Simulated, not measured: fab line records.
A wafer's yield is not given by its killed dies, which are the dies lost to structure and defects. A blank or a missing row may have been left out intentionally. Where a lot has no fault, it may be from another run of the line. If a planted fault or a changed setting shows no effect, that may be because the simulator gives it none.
One fault through the eyes of 2 desks ; flow n5 finfet ; every desk sees just its own numbers, and what lay behind them comes last

## METROLOGY DESK
What the gauges read for every lot (on any tool): the sampled wafers with a number, averaged. Any lot whose mean is over 4 standard deviations away from the usual mean is out of limits and marked OUT; that distance is given in the brackets. 7 of its 11 readings are shown, namely those furthest out on some lot.
Columns: A = cd nm at N5_MOL_CONTACT_COAG_CD_MEAS_99, usual 17.3 nm; B = DIBL_N at N5_BEOL_M4_RC_MEAS_101, usual 37.1 mV/V; C = IOFF_P at N5_BEOL_M4_RC_MEAS_101, usual 0.22 nA/um; D = ION_N at N5_BEOL_M4_RC_MEAS_101, usual 680 uA/um; E = ION_P at N5_BEOL_M4_RC_MEAS_101, usual 464 uA/um; F = SS_N at N5_BEOL_M4_RC_MEAS_101, usual 71.7 mV/dec; G = VT_P at N5_BEOL_M4_RC_MEAS_101, usual -251 mV
lot;first seen here;A;B;C;D;E;F;G
L232;day 5 09:44;17.1;36.1;0.21;674;465;71.5;-251
L231;day 5 11:38;17.0;34.8;0.23;688;474;71.3;-247
L239;day 6 22:52;17.7;38.3;0.23;688;466;71.6;-249
L240;day 7 01:14;17.2;35.6;0.21;665;458;71.5;-254
L241;day 7 12:32;17.3;37.6;0.22;675;464;71.5;-250
L245;day 8 15:49;17.2;35.9;0.18;674;454;71.5;-255
L250;day 9 17:30;17.3;37.9;0.23;672;463;72.7;-250
Result from this desk: across the 7 lots, nothing is out of limits.

## TOOL OWNER'S DESK, pvd sputter-03
The tool's own readings at N5_MOL_CONTACT_COAG_SPUTTER_130 (material Co, target thk 47.5 nm): means of the sampled wafers that have a number, for each lot that ran on this tool. Any lot whose mean is over 4 standard deviations away from the usual mean is out of limits and marked OUT; that distance is given in the brackets.
Columns: A = cathode dc power W at N5_MOL_CONTACT_COAG_SPUTTER_130, usual 3000.1 W; B = throttle valve pct at N5_MOL_CONTACT_COAG_SPUTTER_130, usual 29.7 %
lot;first seen here;A;B
L232;day 5 16:07;3000.4;29.6
L239;day 7 05:26;2999.9;29.8
L240;day 7 13:07;3000.2;29.5
L241;day 7 17:55;3000.5;29.6
Result from this desk: across the 4 lots, nothing is out of limits.

## PUT TOGETHER
The metrology desk saw nothing out of limits.
The tool owner's desk saw nothing out of limits.

## WHAT WAS PUT IN BY THE SIMULATOR
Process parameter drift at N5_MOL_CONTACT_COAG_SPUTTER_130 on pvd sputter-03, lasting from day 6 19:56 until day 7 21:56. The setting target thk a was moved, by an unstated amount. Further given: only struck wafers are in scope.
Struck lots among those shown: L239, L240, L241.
